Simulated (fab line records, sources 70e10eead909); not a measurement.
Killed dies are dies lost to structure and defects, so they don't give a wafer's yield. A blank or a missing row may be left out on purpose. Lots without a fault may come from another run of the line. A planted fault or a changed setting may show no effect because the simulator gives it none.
One fault seen from 2 desks | flow nand_harc | each desk has only its own numbers; what lay behind them comes last

THE METROLOGY DESK
What the gauges read, lot by lot, whatever tool the lot ran on: means of the sampled wafers that have a number. A lot is out of limits, marked OUT, if its mean lies more than 4 standard deviations from the usual mean; the brackets give that distance.
Columns: A = cd_nm at NHARC_P_GATE_CD_MEAS_46, usual 720.6 nm
lot  | first seen here | A
L780 | day 5 21:35     | 720.7
L781 | day 6 03:54     | 722.0
L784 | day 7 06:01     | 724.6
L786 | day 8 17:56     | 721.2
L787 | day 9 01:01     | 719.8
L788 | day 9 04:10     | 719.5
L790 | day 9 16:13     | 720.9
L795 | day 11 23:51    | 722.2
L798 | day 13 00:59    | 719.7
L800 | day 13 21:56    | 719.1
L802 | day 14 16:21    | 721.3
L803 | day 15 00:55    | 721.3
This desk's finding: nothing out of limits on any of the 12 lots.

THE TOOL OWNER'S DESK: ald_sin-04
The tool's own readings at NHARC_P_GATE_ALD_36 (deposits SiNx, target thk 20 nm, pulse time 60 s, ald cycles 223): means of the sampled wafers that have a number, for each lot that ran on this tool. A lot is out of limits, marked OUT, if its mean lies more than 4 standard deviations from the usual mean; the brackets give that distance.
Columns: A = heater_power_w at NHARC_P_GATE_ALD_36, usual 814 W; B = precursor_pulse_height_rel at NHARC_P_GATE_ALD_36, usual 0.998
lot  | first seen here | A   | B
L780 | day 5 11:12     | 800 | 0.993
L786 | day 8 07:30     | 780 | 0.985
L790 | day 9 07:50     | 814 | 0.991
L795 | day 11 14:29    | 750 | 1.008
L798 | day 12 14:31    | 770 | 1.011
This desk's finding: nothing out of limits on any of the 5 lots.

PUT TOGETHER
The metrology desk saw nothing out of limits.
The tool owner's desk saw nothing out of limits.

WHAT THE SIMULATOR HAD PUT IN
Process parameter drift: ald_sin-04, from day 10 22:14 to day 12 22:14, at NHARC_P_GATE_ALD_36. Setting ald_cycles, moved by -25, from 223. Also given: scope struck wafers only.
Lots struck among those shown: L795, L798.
